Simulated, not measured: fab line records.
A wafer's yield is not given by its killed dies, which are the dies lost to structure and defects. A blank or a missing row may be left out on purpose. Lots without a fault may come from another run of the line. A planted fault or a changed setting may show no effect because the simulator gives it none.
Struck lot and sound lot, side by side ; flow n5 finfet ; 27 steps out of a route of 1938
Sound: these wafers, L719.2, L719.3, L719.6. Struck: wafers L734.4, L734.6 (left out: L734.5, a lot-mate that was not struck); the cause follows at the end.
Order at every step that has rows: each side's tool, ch and its chambers, its first start. Under that, the readings that differ: sound wafers ; struck wafers ; difference of the means ; sigmas: that difference in standard deviations of wafers without a fault.
alike: same words and numbers on both sides, and readings whose means sit less than 2 such deviations apart. not compared: any withheld reading, any reading some wafer has no value for, any bound like >300 that may hide the same value, and any number with overlapping values for which the record gives no deviation.
Wherever a step has rows on one side only, a row that says differs or no value, or a row with sigmas, the two part there. Numbers that don't overlap but have no deviation are shown without sigmas and don't part them. Lack of a reading on every wafer of one side parts them only where that side has two or more wafers.

first, 4 steps without rows for these wafers: N5_WELL_APT_OXIDE_STRIP_42 (strips SiO2 in dHF, time 45 s, target depth 12 nm); N5_WELL_APT_PRECLEAN_36 (cleans in O3/DIW, time 45 s); N5_WELL_APT_PRECLEAN_39 (cleans in dHF, time 60 s); N5_WELL_APT_SRD_37 (time 30 s).
N5_WELL_APT_EPI_41: deposits Si from SiH4/H2, target thk 50 nm, time 297.7 s.
  sound on epi rpcvd-04 ch 0, day 1 16:13; struck on epi rpcvd-04 ch 0, day 5 10:30
  alike: susceptor_temp_C_max, throttle valve pct
N5_WELL_APT_INSPECT_38: inspects for defects (darkfield).
  struck on defect inspect-01, day 5 10:50; sound on defect inspect-02, day 1 16:46
  alike: raw defect count
N5_PMOS_HMC_CHANNEL_EPI_HM_DEP_34: deposits SiO2 from TEOS/O2, target thk 36 nm, time 6.9 s.
  sound on pecvd-04 ch 0,1,2, day 1 16:48; struck on pecvd-01 ch 1,2, day 5 10:53
  alike: heater power outer w, heater power w, showerhead plenum p Torr, throttle valve pct
then, 5 steps without rows for these wafers: N5_PMOS_HMC_CHANNEL_EPI_COAT_31 (time 60 s, resist thk 66 nm); N5_PMOS_HMC_CHANNEL_EPI_COAT_03 (resist thk 205 nm); N5_PMOS_HMC_CHANNEL_EPI_EBR_05; N5_PMOS_HMC_CHANNEL_EPI_SOFTBAKE_04 (time 60 s); N5_PMOS_HMC_CHANNEL_EPI_EXPOSE_06 (exposes mask PMOS HMC BLK, target cd 240 nm).
N5_PMOS_HMC_CHANNEL_EPI_PEB_07: peb time 60 s.
  sound on litho track-02 ch 0, day 1 17:01; struck on litho track-03 ch 0, day 5 11:13
reading;sound;struck;difference;sigmas
heater power total W (W);173.5 176.4 173.0;196.5 196.9;+22.4;+14
then, 1 step without rows for these wafers: N5_PMOS_HMC_CHANNEL_EPI_DEVELOP_08 (develop time 30 s).
N5_PMOS_HMC_CHANNEL_EPI_CD_MEAS_09 targets a cd of 237.4 nm.
  sound on cd sem-02 ch 0, day 1 17:05; struck on cd sem-02 ch 0, day 5 11:17
reading;sound;struck;difference;sigmas
cd nm (nm);237.3 237.0 237.0;230.5 229.3;-7.2;-8
N5_PMOS_HMC_CHANNEL_EPI_OVL_MEAS_10:
  sound on overlay-02 ch 0, day 1 17:07; struck on overlay-02 ch 0, day 5 11:19
  alike: PMOS_HMC_BLK_OVL
N5_PMOS_HMC_CHANNEL_EPI_INSPECT_11: inspects for defects (macro).
  struck on defect inspect-01, day 5 11:20; sound on defect inspect-01, day 1 17:08
reading;sound;struck;difference;sigmas
raw defect count;4 2 0;5 5;+3;+2
N5_PMOS_HMC_CHANNEL_EPI_DESCUM_14: chemistry O2, time 7.9 s.
  sound on rie diel-02 ch 1,3, day 1 17:10; struck on rie diel-06 ch 0,3, day 5 11:25
reading;sound;struck;difference;sigmas
model.PMOS_HMC_CHANNEL_EPI.cd nm (nm);237.4 236.9 236.9;230.3 229.3;-7.3;
  alike: drypump motor current A, oes product au, rf vpp V, showerhead plenum p Torr, throttle valve pct
  not compared: rf hours counter h
N5_PMOS_HMC_CHANNEL_EPI_ETCH_32: etches BARC in N2/H2, stops on SiO2, target depth 85.8 nm, time 50.3 s.
  sound on rie diel-02 ch 1,3, day 1 17:12; struck on rie diel-06 ch 0,3, day 5 11:26
reading;sound;struck;difference;sigmas
throttle valve pct (%);17.67 17.71 17.70;18.24 17.91;+0.38;+2
  alike: drypump motor current A, oes product au, rf vpp V, showerhead plenum p Torr
  not compared: rf hours counter h
N5_PMOS_HMC_CHANNEL_EPI_HM_OPEN_15: chemistry CHF3/O2, target SiO2, target depth 40.6 nm, time 20.3 s.
  sound on rie diel-02 ch 1,3, day 1 17:14; struck on rie diel-06 ch 0,3, day 5 11:29
  alike: drypump motor current A, mfc ar sccm, oes product au, rf vpp V, showerhead plenum p Torr, throttle valve pct
  not compared: rf hours counter h
then, 2 steps without rows for these wafers: N5_PMOS_HMC_CHANNEL_EPI_STRIP_33 (strips in N2/H2); N5_PMOS_HMC_CHANNEL_EPI_STRIP_17 (strips in SPM, time 750 s).
N5_PMOS_HMC_CHANNEL_EPI_ETCH_38: etches SiO2 in CF4, target depth 1.5 nm.
  sound on rie si-04 ch 1,3, day 1 17:37; struck on rie si-03 ch 3, day 5 11:51
  alike: cf4 flow sccm, drypump motor current A, oes product au, throttle valve pct
  not compared: rf hours counter h
N5_PMOS_HMC_CHANNEL_EPI_FIN_RECESS_16: chemistry HBr/Cl2, target Si, target depth 54 nm, time 18 s.
  sound on rie si-04 ch 1,3, day 1 17:38; struck on rie si-03 ch 3, day 5 11:52
reading;sound;struck;difference;sigmas
model.PMOS_HMC_CHANNEL_EPI.cd nm (nm);240 239.2 239.1;232.4 232;-7.2;
  alike: drypump motor current A, oes product au, throttle valve pct
  not compared: rf hours counter h
then, 1 step without rows for these wafers: N5_PMOS_HMC_CHANNEL_EPI_PRECLEAN_36 (cleans in O3/DIW, time 45 s).
-- here the record skips 6 days between the struck wafers' starts before and after, leaving off in module PMOS_HMC_CHANNEL_EPI and picking up in module BEOL_M4 (first step shown: number 1111 of the route) --
N5_BEOL_M4_RC_MEAS_101:
  sound on prober-02 ch 0, day 7 20:58; struck on prober-01 ch 0, day 11 11:01
  alike: DIBL_N, DIBL_P, IOFF_N, IOFF_P, ION_N, ION_P, SS_N, SS_P, VT_N, VT_P
-- record jumps: 4 days separate the struck wafers' starts on either side; left off in module BEOL_M4, taken up again in module PASSIVATION, whose first shown step is the route's number 1936 --
N5_PASSIVATION_PROBE_49:
  the record has rows for the struck wafers here (prober-01, day 15 13:23) and none for the sound ones

## WHERE THEY PART
First at N5_PMOS_HMC_CHANNEL_EPI_PEB_07; last, within this record, at N5_PASSIVATION_PROBE_49.

WHY: what had been put in by the simulator
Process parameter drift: litho track-03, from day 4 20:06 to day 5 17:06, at N5_PMOS_HMC_CHANNEL_EPI_PEB_07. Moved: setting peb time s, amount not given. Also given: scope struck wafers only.
